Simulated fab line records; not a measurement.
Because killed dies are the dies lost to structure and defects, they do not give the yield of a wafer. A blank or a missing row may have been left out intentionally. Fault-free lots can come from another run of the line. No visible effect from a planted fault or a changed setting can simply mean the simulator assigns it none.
fab line records ; flow nand_harc
record: lots: 7; wafers: 21; last_day: 33
route steps=1302 shown A_DECK1_JOINT@533 A_ONON_D2@545 END@1302
lots that met no fault: from a run of the same line without faults
start_h: start of the lot's first displayed wafer, in hours after the record's first day ; wait_h: hours since the lot's step before ; " the same as in the row above ; L1.1+2: a row that stands for several wafers ; - no value present, or no start provided ; * or withheld: withheld ; < > ~ a bound
route shown NAME@n: names a module that has steps shown in the file, with the first one's number in the route ; usual: mean/standard deviation of fault-free wafers ; same: alike in all rows ; chamber/n: place in a boat ; sites: each site's reading ; _std_site: the values' standard deviation ; _edge_site: inner sites' mean taken away from outer sites' mean ; radius_mm: for every site, how far away it sits from the centre of the wafer ; mask NAME#n: copy n ; behind: the last tool/chamber to shape the wafer ; hold: why the lot was held/for how many hours/how that ended ; device: names the non-switching transistor (n, p or np) ; end of line: the same wafers' tests at the end of the route ; where a step has no rows: the recipe by itself ; killed: count of dies lost to structure and defects at first sort (not the wafer's yield) ; map: a wafer's dies, x killed, . not, _ none there
set.NAME: the setting as run; set.NAME@STEP: as run at that earlier step ; model.NAME: the simulator's own value behind a step, which no gauge read
lots at some steps of the route; a table a step, a row a wafer
services: a tool's chamber out of use, with start hour (start_h, from the record's first day; less than 0 if before it), hours out, and reason
== steps ==
step: NHARC_A_DECK1_JOINT_CVD_34
recipe: target_thk_a: 200; temp_c: 700; pressure_mtorr: 300; material: SiNx
step: NHARC_A_DECK1_JOINT_DEP_06
recipe: target_thk_a: 800; temp_c: 65; material: SiOx
step: NHARC_A_DECK1_JOINT_CURE_26
recipe: temp_c: 150; time_s: 32; pressure_atm: 0.395
step: NHARC_A_DECK1_JOINT_ANNEAL_27
recipe: temp_c: 400; time_s: 3600; idle_temp_c: 300; ramp_up_c_per_min: 10; densification_p_h2o_torr: 640
step: NHARC_A_DECK1_JOINT_ANNEAL_28
recipe: temp_c: 500; time_s: 1800; idle_temp_c: 400; ramp_up_c_per_min: 10; densification_p_h2o_torr: 640
step: NHARC_A_DECK1_JOINT_ANNEAL_29
recipe: temp_c: 750; time_s: 1800; idle_temp_c: 500; ramp_up_c_per_min: 10; ramp_down_c_per_min: 3
step: NHARC_A_DECK1_JOINT_CMP_02
recipe: material: SiOx
usual: motor_current_A: 12.9/1; retaining_ring_pressure_frac: 1.000/0.0049
lot.wafer;tool;chamber;start_h;wait_h;motor_current_A;retaining_ring_pressure_frac
L719.4;cmp-03;1;340.02;0.4;14.6;1.009
L719.2;cmp-03;0;340.02;0.4;12.9;0.994
L719.5;cmp-03;1;340.02;0.4;14.6;1.000
L722.3;cmp-02;1;359.43;0.4;12.8;1.001
L722.4;cmp-02;3;359.43;0.4;13.6;0.996
L722.5;cmp-02;2;359.43;0.4;12.4;1.011
L723.2;cmp-02;2;372.76;0.4;13.5;0.999
L723.1;cmp-02;1;372.76;0.4;12.5;0.993
L723.6;cmp-02;3;372.76;0.4;12.8;1.000
L724.2;cmp-03;0;383.82;0.4;12.1;0.994
L724.3;cmp-03;1;383.82;0.4;14.4;0.993
L724.5;cmp-03;1;383.82;0.4;14.6;0.993
L729.3;cmp-03;1;434.63;0.4;14.4;1.004
L729.2;cmp-03;3;434.63;0.4;11.9;0.992
L729.6;cmp-03;2;434.63;0.4;14.1;1.001
L732.3;cmp-04;3;461.62;0.4;13.4;0.992
L732.5;cmp-04;2;461.62;0.4;12.5;0.995
L732.6;cmp-04;3;461.62;0.4;13.7;0.997
L736.4;cmp-04;0;497.07;0.4;11.1;0.997
L736.6;cmp-04;3;497.07;0.4;12.5;1.004
L736.5;cmp-04;0;497.07;0.4;11.1;1.001
step: NHARC_A_DECK1_JOINT_SRD_15
step: NHARC_A_DECK1_JOINT_DEP_16
recipe: target_thk_a: 450; temp_c: 400; pressure_torr: 6.5; rf_w: 900; teos_flow_sccm: 161.4; flow_sccm: 2650; target_thk_nm: 45; gas: O2; material: SiO2
usual: flow_sccm: 2650/9.5; heater_power_w: 563/100; mfc_precursor_sccm: 161.5/0.49; throttle_valve_pct: 16.0/0.69
lot.wafer;tool;chamber;start_h;wait_h;flow_sccm;heater_power_w;mfc_precursor_sccm;throttle_valve_pct
L719.2;pecvd-02;1;340.44;0.1;2647;542;161.5;16.2
L719.5;pecvd-02;0;340.44;0.1;2650;522;161.3;16.5
L719.4;pecvd-02;2;340.44;0.1;2648;556;161.2;17.1
L722.3;pecvd-02;0;359.88;0.1;2644;571;161.0;16.5
L722.4;pecvd-02;1;359.88;0.1;2655;554;161.4;16.0
L722.5;pecvd-02;0;359.88;0.1;2647;568;161.3;16.7
L723.2;pecvd-02;2;373.18;0.1;2660;509;161.5;17.4
L723.1;pecvd-02;0;373.18;0.1;2646;558;162.4;16.7
L723.6;pecvd-02;0;373.18;0.1;2648;546;162.0;16.1
L724.2;pecvd-02;1;384.20;0.1;2640;643;161.2;16.1
L724.3;pecvd-02;2;384.20;0.1;2662;503;163.4;17.3
L724.5;pecvd-02;1;384.20;0.1;2633;642;160.8;16.0
L729.2;pecvd-02;1;435.02;0.1;2656;643;161.1;16.6
L729.3;pecvd-02;0;435.02;0.1;2660;476;161.9;16.6
L729.6;pecvd-02;2;435.02;0.1;2649;620;162.2;16.6
L732.3;pecvd-03;0;461.99;0.1;2665;522;161.8;16.0
L732.5;pecvd-03;0;461.99;0.1;2657;529;161.2;16.2
L732.6;pecvd-03;1;461.99;0.1;2640;416;161.2;14.8
L736.4;pecvd-03;1;497.81;0.5;2630;407;161.1;14.9
L736.6;pecvd-03;2;497.81;0.5;2661;625;161.8;16.6
L736.5;pecvd-03;1;497.81;0.5;2642;407;161.8;14.7
step: NHARC_A_DECK1_JOINT_THK_MEAS_17
recipe: thk_meas_gauge: ellipsometry
usual: thk_nm: 45.2/1.3
lot.wafer;tool;chamber;start_h;wait_h;thk_nm
L719.2;film_metro-01;-;340.70;0.2;45.7
L719.4;film_metro-01;-;340.70;0.2;47.1
L719.5;film_metro-01;-;340.70;0.2;46.5
L722.3;film_metro-02;-;360.10;0.2;43.1
L722.4;film_metro-02;-;360.10;0.2;45.8
L722.5;film_metro-02;-;360.10;0.2;43.8
L723.1;film_metro-01;-;373.43;0.2;46.0
L723.2;film_metro-01;-;373.43;0.2;47.0
L723.6;film_metro-01;-;373.43;0.2;45.8
L724.2;film_metro-01;-;384.48;0.3;45.4
L724.3;film_metro-01;-;384.48;0.3;47.0
L724.5;film_metro-01;-;384.48;0.3;45.8
L729.2;film_metro-01;-;435.30;0.3;42.6
L729.3;film_metro-01;-;435.30;0.3;43.2
L729.6;film_metro-01;-;435.30;0.3;46.5
L732.3;film_metro-01;-;462.27;0.3;45.2
L732.5;film_metro-01;-;462.27;0.3;46.0
L732.6;film_metro-01;-;462.27;0.3;44.2
L736.4;film_metro-02;-;498.05;0.2;47.5
L736.5;film_metro-02;-;498.05;0.2;46.3
L736.6;film_metro-02;-;498.05;0.2;44.7
step: NHARC_A_DECK1_JOINT_INSPECT_05
usual: raw_defect_count: 294/96
lot.wafer;tool;chamber;start_h;wait_h;raw_defect_count
L719.2;defect_inspect-01;-;340.73;0.0;386
L719.4;defect_inspect-01;-;340.73;0.0;227
L719.5;defect_inspect-01;-;340.73;0.0;315
L722.3;defect_inspect-02;-;360.14;0.0;256
L722.4;defect_inspect-02;-;360.14;0.0;437
L722.5;defect_inspect-02;-;360.14;0.0;312
L723.1;defect_inspect-01;-;373.46;0.0;220
L723.2;defect_inspect-01;-;373.46;0.0;227
L723.6;defect_inspect-01;-;373.46;0.0;278
L724.2;defect_inspect-02;-;384.52;0.0;198
L724.3;defect_inspect-02;-;384.52;0.0;139
L724.5;defect_inspect-02;-;384.52;0.0;267
L729.2;defect_inspect-01;-;435.34;0.0;281
L729.3;defect_inspect-01;-;435.34;0.0;190
L729.6;defect_inspect-01;-;435.34;0.0;423
L732.3;defect_inspect-01;-;462.30;0.0;502
L732.5;defect_inspect-01;-;462.30;0.0;585
L732.6;defect_inspect-01;-;462.30;0.0;369
L736.4;defect_inspect-02;-;498.08;0.0;181
L736.5;defect_inspect-02;-;498.08;0.0;379
L736.6;defect_inspect-02;-;498.08;0.0;317
step: NHARC_A_ONON_D2_DEP_00
recipe: target_thk_a: 10000; n2_flow_sccm: 2750; n2o_flow_sccm: 2000; nh3_flow_sccm: 500; sih4_flow_sccm: 210; temp_c: 400
usual: n2_flow_sccm: 2750/8.1
lot.wafer;tool;chamber;start_h;wait_h;n2_flow_sccm
L719.2;pecvd_onon-04;0;340.86;0.1;2742
L719.4;pecvd_onon-04;0;340.86;0.1;2738
L719.5;pecvd_onon-04;0;340.86;0.1;2741
L722.3;pecvd_onon-01;0;360.32;0.2;2755
L722.4;pecvd_onon-01;0;360.32;0.2;2747
L722.5;pecvd_onon-01;0;360.32;0.2;2756
L723.1;pecvd_onon-01;0;373.53;0.1;2751
L723.2;pecvd_onon-01;0;373.53;0.1;2746
L723.6;pecvd_onon-01;0;373.53;0.1;2746
L724.2;pecvd_onon-01;0;384.65;0.1;2756
L724.3;pecvd_onon-01;0;384.65;0.1;2752
L724.5;pecvd_onon-01;0;384.65;0.1;2747
L729.2;pecvd_onon-02;0;435.46;0.1;2751
L729.3;pecvd_onon-02;0;435.46;0.1;2755
L729.6;pecvd_onon-02;0;435.46;0.1;2757
L732.3;pecvd_onon-02;0;462.48;0.2;2749
L732.5;pecvd_onon-02;0;462.48;0.2;2753
L732.6;pecvd_onon-02;0;462.48;0.2;2752
L736.4;pecvd_onon-01;0;498.50;0.4;2769
L736.5;pecvd_onon-01;0;498.50;0.4;2753
L736.6;pecvd_onon-01;0;498.50;0.4;2749
step: NHARC_A_ONON_D2_THK_MEAS_02
recipe: thk_meas_gauge: ellipsometry
usual: thk_nm: 1002/8.8
lot.wafer;tool;chamber;start_h;wait_h;thk_nm
L719.2;film_metro-02;-;341.32;-;1013
L719.4;film_metro-02;-;341.32;-;1015
L719.5;film_metro-02;-;341.32;-;1015
L722.3;film_metro-02;-;360.72;-;989
L722.4;film_metro-02;-;360.72;-;689
L722.5;film_metro-02;-;360.72;-;989
L723.1;film_metro-01;-;374.04;-;705
L723.2;film_metro-01;-;374.04;-;707
L723.6;film_metro-01;-;374.04;-;1008
L724.2;film_metro-01;-;385.09;-;693
L724.3;film_metro-01;-;385.09;-;993
L724.5;film_metro-01;-;385.09;-;995
L729.2;film_metro-01;-;435.91;-;1013
L729.3;film_metro-01;-;435.91;-;1011
L729.6;film_metro-01;-;435.91;-;1013
L732.3;film_metro-01;-;462.88;-;988
L732.5;film_metro-01;-;462.88;-;989
L732.6;film_metro-01;-;462.88;-;989
L736.4;film_metro-02;-;498.84;-;996
L736.5;film_metro-02;-;498.84;-;995
L736.6;film_metro-02;-;498.84;-;994
step: NHARC_A_ONON_D2_DEP_03
recipe: target_thk_a: 10000; n2_flow_sccm: 2750; n2o_flow_sccm: 2000; nh3_flow_sccm: 500; sih4_flow_sccm: 210; temp_c: 400
step: NHARC_END_SORT_01
recipe: temp_c: 25
usual: killed_at_array: 52/16; killed_at_other: 0.8/0.98; killed_at_periphery: 4.2/2.9; killed_dies: 57/16; killed_open: 3.3/1.9; killed_short: 2.5/1.5
same: gross_dies: 677
lot.wafer;tool;chamber;start_h;wait_h;killed_at_array;killed_at_other;killed_at_periphery;killed_dies;killed_open;killed_short
L722.4;prober-02;0;642.47;3.4;673;3;1;677;2;1
L723.1;prober-02;0;663.31;2.5;667;3;7;677;1;3
L723.2;prober-02;0;664.11;2.8;672;2;3;677;0;1
L724.2;prober-02;0;671.90;2.8;669;0;8;677;7;5
killed by level:class
L722.4 A_ONON_D2:area_dep=614 A_CHANNEL_HOLE_D2:chamber_film_flake=24 A_CHANNEL_HOLE_D1:chamber_film_flake=23 A_STAIRCASE:chamber_film_flake=4 THIN_TSV:chamber_film_flake=3 A_WL_FILL:chamber_film_flake=2 A_CHANNEL_FILL_D1:geometric_particle:short=1 A_ONON_D2:geometric_particle:open=1
L723.1 A_ONON_D2:area_dep=609 A_SLIT:chamber_film_flake=21 A_CHANNEL_HOLE_D2:chamber_film_flake=15 A_CHANNEL_HOLE_D1:chamber_film_flake=8 P_CONTACT:chamber_film_flake=6 A_CONTACT:chamber_film_flake=4 THIN_TSV:chamber_film_flake=3 A_BLC:chamber_film_flake=3
L723.2 A_ONON_D2:area_dep=599 A_SLIT:chamber_film_flake=40 A_CHANNEL_HOLE_D2:chamber_film_flake=10 A_CHANNEL_HOLE_D1:chamber_film_flake=8 A_BLC:chamber_film_flake=4 P_CONTACT:chamber_film_flake=3 A_ZERO_WELL:chamber_film_flake=2 A_STAIRCASE:chamber_film_flake=2
L724.2 A_ONON_D2:area_dep=614 A_SLIT:chamber_film_flake=19 A_CHANNEL_HOLE_D2:chamber_film_flake=17 P_STI:chamber_film_flake=4 A_CHANNEL_HOLE_D1:chamber_film_flake=3 A_ONON_D2:geometric_particle:short=2 A_M0:geometric_particle:open=2 A_WL_FILL:chamber_film_flake=2
map L722.4 (x killed, . not)
____________x____________
_________xxxxxxx_________
_______xxxxxxxxxxx_______
______xxxxxxxxxxxxx______
_____xxxxxxxxxxxxxxx_____
____xxxxxxxxxxxxxxxxx____
____xxxxxxxxxxxxxxxxx____
___xxxxxxxxxxxxxxxxxxx___
___xxxxxxxxxxxxxxxxxxx___
__xxxxxxxxxxxxxxxxxxxxx__
__xxxxxxxxxxxxxxxxxxxxx__
_xxxxxxxxxxxxxxxxxxxxxxx_
_xxxxxxxxxxxxxxxxxxxxxxx_
_xxxxxxxxxxxxxxxxxxxxxxx_
_xxxxxxxxxxxxxxxxxxxxxxx_
_xxxxxxxxxxxxxxxxxxxxxxx_
xxxxxxxxxxxxxxxxxxxxxxxxx
xxxxxxxxxxxxxxxxxxxxxxxxx
xxxxxxxxxxxxxxxxxxxxxxxxx
xxxxxxxxxxxxxxxxxxxxxxxxx
xxxxxxxxxxxxxxxxxxxxxxxxx
_xxxxxxxxxxxxxxxxxxxxxxx_
_xxxxxxxxxxxxxxxxxxxxxxx_
_xxxxxxxxxxxxxxxxxxxxxxx_
_xxxxxxxxxxxxxxxxxxxxxxx_
_xxxxxxxxxxxxxxxxxxxxxxx_
__xxxxxxxxxxxxxxxxxxxxx__
__xxxxxxxxxxxxxxxxxxxxx__
___xxxxxxxxxxxxxxxxxxx___
___xxxxxxxxxxxxxxxxxxx___
____xxxxxxxxxxxxxxxxx____
____xxxxxxxxxxxxxxxxx____
_____xxxxxxxxxxxxxxx_____
______xxxxxxxxxxxxx______
_______xxxxxxxxxxx_______
_________xxxxxxx_________
____________x____________
map L723.1 (x killed, . not)
____________x____________
_________xxxxxxx_________
_______xxxxxxxxxxx_______
______xxxxxxxxxxxxx______
_____xxxxxxxxxxxxxxx_____
____xxxxxxxxxxxxxxxxx____
____xxxxxxxxxxxxxxxxx____
___xxxxxxxxxxxxxxxxxxx___
___xxxxxxxxxxxxxxxxxxx___
__xxxxxxxxxxxxxxxxxxxxx__
__xxxxxxxxxxxxxxxxxxxxx__
_xxxxxxxxxxxxxxxxxxxxxxx_
_xxxxxxxxxxxxxxxxxxxxxxx_
_xxxxxxxxxxxxxxxxxxxxxxx_
_xxxxxxxxxxxxxxxxxxxxxxx_
_xxxxxxxxxxxxxxxxxxxxxxx_
xxxxxxxxxxxxxxxxxxxxxxxxx
xxxxxxxxxxxxxxxxxxxxxxxxx
xxxxxxxxxxxxxxxxxxxxxxxxx
xxxxxxxxxxxxxxxxxxxxxxxxx
xxxxxxxxxxxxxxxxxxxxxxxxx
_xxxxxxxxxxxxxxxxxxxxxxx_
_xxxxxxxxxxxxxxxxxxxxxxx_
_xxxxxxxxxxxxxxxxxxxxxxx_
_xxxxxxxxxxxxxxxxxxxxxxx_
_xxxxxxxxxxxxxxxxxxxxxxx_
__xxxxxxxxxxxxxxxxxxxxx__
__xxxxxxxxxxxxxxxxxxxxx__
___xxxxxxxxxxxxxxxxxxx___
___xxxxxxxxxxxxxxxxxxx___
____xxxxxxxxxxxxxxxxx____
____xxxxxxxxxxxxxxxxx____
_____xxxxxxxxxxxxxxx_____
______xxxxxxxxxxxxx______
_______xxxxxxxxxxx_______
_________xxxxxxx_________
____________x____________
== services ==
tool;chamber;start_h;hours;kind
cmp-02;-;320.92;0.5;repair
cmp-02;-;330.60;4.0;pm
pecvd-03;-;351.50;1.8;repair
pecvd-02;-;352.64;0.5;repair
cmp-03;-;358.00;4.0;pm
pecvd-03;-;365.09;3.3;repair
pecvd_onon-02;-;366.00;13.0;pm
cmp-04;-;366.12;74.2;repair
cmp-03;-;368.16;0.9;repair
pecvd-03;-;368.41;13.0;pm
pecvd-02;-;408.03;13.0;pm
pecvd-03;-;408.28;0.5;repair
pecvd-03;-;413.78;0.8;repair
cmp-03;-;415.38;0.5;repair
cmp-02;-;428.60;4.0;pm
pecvd-02;-;430.37;0.3;repair
cmp-04;-;440.32;4.0;pm
pecvd_onon-01;-;450.04;13.0;pm
cmp-03;-;455.51;1.2;repair
cmp-03;-;456.71;4.0;pm
cmp-02;-;465.67;1.7;repair
pecvd-03;0;482.96;22.6;repair
cmp-04;-;486.44;1.8;repair
pecvd_onon-04;-;492.32;13.0;pm
== key ==
first_sign: step: NHARC_A_ONON_D2_THK_MEAS_02; reading: thk_nm; direction: down; sigmas: 34; usual: 1002; struck: 698
effect: step: NHARC_END_SORT_01; reading: killed_at_array; direction: up; sigmas: 39; usual: 52; struck: 670
more_kills_born_at: NHARC_A_ONON_D2_DEP_00@pecvd_onon-01: 2436
met_at NHARC_A_ONON_D2_DEP_00
struck_wafers L722.4,L723.1,L723.2,L724.2
later_rows_left_out L722.4,L723.1,L723.2,L724.2
tester_left_out L722,L723,L724
fault: kind: process_parameter_drift; tool: pecvd_onon-01; chamber: -; onset_h: 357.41; steps: NHARC_A_ONON_D2_DEP_00; channel: target_thk_a; offset: *; shape: step; end_h: 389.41; scope: struck_wafers_only; acts_in: *; stated: *
tester_left_out: of these lots the tester's yield and bins aren't shown, on N5 and GAA mostly nor the transistor test; their killed dies are dies lost to structure and defects alone, not to doping, threshold or leakage, so they don't give the yield
later_rows_left_out: the simulator's readings of these wafers behind a module that went badly wrong aren't trusted and aren't shown, but for the sort
